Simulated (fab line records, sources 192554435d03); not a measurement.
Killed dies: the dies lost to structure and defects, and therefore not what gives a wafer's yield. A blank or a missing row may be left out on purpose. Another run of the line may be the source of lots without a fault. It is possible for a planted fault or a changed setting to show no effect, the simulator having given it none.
Chamber matching | flow n5-finfet | ald-metal-04 running N5_BEOL_M2_ALD_84: 4 sister chambers
The step deposits TaN, pulse time 2 s, purge time 3 s, co reactant purge time 2 s. 8 wafers are shown with their chamber, then 10 later ones without.

== EACH WAFER AND ITS CHAMBER ==
wafer  | chamber | heater-power-w (W)
L084.3 | 3       | 435
L087.5 | 1       | 404
L087.6 | 2       | 372
L085.1 | 0       | 425
L085.3 | 1       | 399
L085.4 | 3       | 439
L090.2 | 2       | 363
L090.4 | 0       | 413

== WAFERS WITH NO CHAMBER GIVEN ==
wafer  | heater-power-w (W)
L090.5 | 404
L092.1 | 419
L092.4 | 401
L092.6 | 407
L093.1 | 360
L093.3 | 425
L093.4 | 411
L097.1 | 406
L097.4 | 367
L097.5 | 364

== THE CHAMBER EACH PASSED THROUGH ==
wafer  | from the rows above     | in truth
L090.5 | 1                       | 1
L092.1 | 0                       | 0
L092.4 | 1                       | 1
L092.6 | can't be placed: 1 or 0 | 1
L093.1 | 2                       | 2
L093.3 | can't be placed: 0 or 3 | 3
L093.4 | can't be placed: 0 or 1 | 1
L097.1 | can't be placed: 1 or 0 | 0
L097.4 | 2                       | 2
L097.5 | 2                       | 2
6 of 10 placed correctly. Unplaceable from these rows: 4, with the true chamber sitting among the candidates in 4. Wrongly placed: 0.
How it was worked out, from the rows above alone: a wafer's distance from a chamber is the root of the sum, over the readings, of the square of ((its reading less the chamber's mean) divided by the reading's scatter). The wafer belongs to the nearest chamber; if the next one is less than 2 further off, it can't be placed. For every chamber, the mean is computed from those of its wafers that are shown. The scatter: take each reading less its chamber's mean, square it, sum over the shown wafers, divide by the number of wafers less the number of chambers, and take the root.
